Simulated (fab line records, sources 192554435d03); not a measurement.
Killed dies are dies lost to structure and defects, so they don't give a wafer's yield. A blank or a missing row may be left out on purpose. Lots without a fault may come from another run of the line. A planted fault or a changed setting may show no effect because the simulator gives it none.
Split-lot experiment | flow n5_finfet | 7 lots, 21 wafers read, on a route of 1938 steps

THE SPLIT
At N5_BEOL_M5_COAT_66 (time 60 s, resist thk 12 nm), the setting spin_rpm was moved away from the recipe's 1500 rpm on 9 of the 21 wafers read, by -9.4% to +4.9%. The other wafers ran this setting at the recipe's value.

The reading is taken at the split's own step.

THE READING
SiARC_of_BEOL_M5_COAT_66.thk_nm (the simulator's own value, which no gauge read), in nm, at N5_BEOL_M5_COAT_66 (time 60 s, resist thk 12 nm). The file gives no usual value for it.

wafer  | tool, chamber at the split | spin_rpm as run, rpm | against the recipe | SiARC_of_BEOL_M5_COAT_66.thk_nm, nm | against lot-mates on the recipe
L075.1 | litho_track-04, 0          | 1500                 | recipe             | 12                                  | -
L075.2 | litho_track-04, 0          | 1500                 | recipe             | 12                                  | -
L075.4 | litho_track-04, 0          | 1500                 | recipe             | 12                                  | -
L081.2 | litho_track-05, 0          | 1500                 | recipe             | 12                                  | -
L081.4 | litho_track-05, 0          | 1500                 | recipe             | 12                                  | -
L081.6 | litho_track-05, 0          | 1500                 | recipe             | 12                                  | -
L084.1 | litho_track-05, 0          | 1403                 | -6.5%              | 12.4                                | no lot-mate on the recipe
L084.5 | litho_track-05, 0          | 1403                 | -6.5%              | 12.4                                | no lot-mate on the recipe
L084.6 | litho_track-05, 0          | 1403                 | -6.5%              | 12.4                                | no lot-mate on the recipe
L086.1 | litho_track-05, 0          | 1386                 | -7.6%              | 12.6                                | no lot-mate on the recipe
L086.4 | litho_track-05, 0          | 1386                 | -7.6%              | 12.6                                | no lot-mate on the recipe
L086.5 | litho_track-05, 0          | 1386                 | -7.6%              | 12.4                                | no lot-mate on the recipe
L090.1 | litho_track-05, 0          | 1500                 | recipe             | 12                                  | -
L090.2 | litho_track-05, 0          | 1500                 | recipe             | 12                                  | -
L090.4 | litho_track-05, 0          | 1500                 | recipe             | 12                                  | -
L095.1 | litho_track-04, 0          | 1573                 | +4.9%              | 11.6                                | -0.4
L095.3 | litho_track-04, 0          | 1573                 | +4.9%              | 11.6                                | -0.4
L095.2 | litho_track-04, 0          | 1500                 | recipe             | 12                                  | -
L096.1 | litho_track-01, 0          | 1500                 | recipe             | 12                                  | -
L096.6 | litho_track-01, 0          | 1500                 | recipe             | 12                                  | -
L096.2 | litho_track-01, 0          | 1359                 | -9.4%              | 12.6                                | +0.6

THE FIT
A straight line over all 21 wafers: SiARC_of_BEOL_M5_COAT_66.thk_nm changes by -0.0691 nm for each +1% of spin_rpm; r = -0.99; the points scatter about the line by 0.046 nm.
The same after taking each lot's own level away (the mean of its wafers on the recipe; 15 wafers): -0.0702 nm for each +1%; r = -0.99; scatter 0.025 nm.
On that fit, the largest move of spin_rpm shifts the reading by 0.66 nm.
The lots' own levels span 12.00 to 12.00 nm.
So the lot-to-lot level changes the slope little: the two slopes agree.
Check: with one of the wafers moved furthest among these (-9.4%) left out of the fit, the line predicts +0.773 nm for it against its lot-mates. It came out at +0.6 nm against them.

OTHER SPLITS ON THESE WAFERS
These wafers also went through other splits before the reading. Each is held against what the fit with the lots' levels taken away leaves over:
other split on the same wafers | wafers away from the commonest value | r with SiARC_of_BEOL_M5_COAT_66.thk_nm (lot level and that fit taken away)
N5_BEOL_M1_ETCH_64 bias_w      | 7                                    | +0.32
N5_BEOL_M2_ILD_DEP_00 time_s   | 2                                    | -0.33
N5_BEOL_M2_DESCUM_33 time_s    | 6                                    | -0.33
N5_BEOL_M3_COAT_67 spin_rpm    | 7                                    | +0.27
N5_BEOL_M3_COAT_76 spin_rpm    | 8                                    | -0.64
N5_BEOL_M4_PECVD_72 temp_c     | 6                                    | -0.49
N5_BEOL_M4_COAT_62 spin_rpm    | 11                                   | +0.06
N5_BEOL_M4_COAT_22 spin_rpm    | 7                                    | +0.04

THE FILE'S OWN FIT
SiARC_of_BEOL_M5_COAT_66.thk_nm changes by -0.0677 nm for each +1% of spin_rpm, r = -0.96.
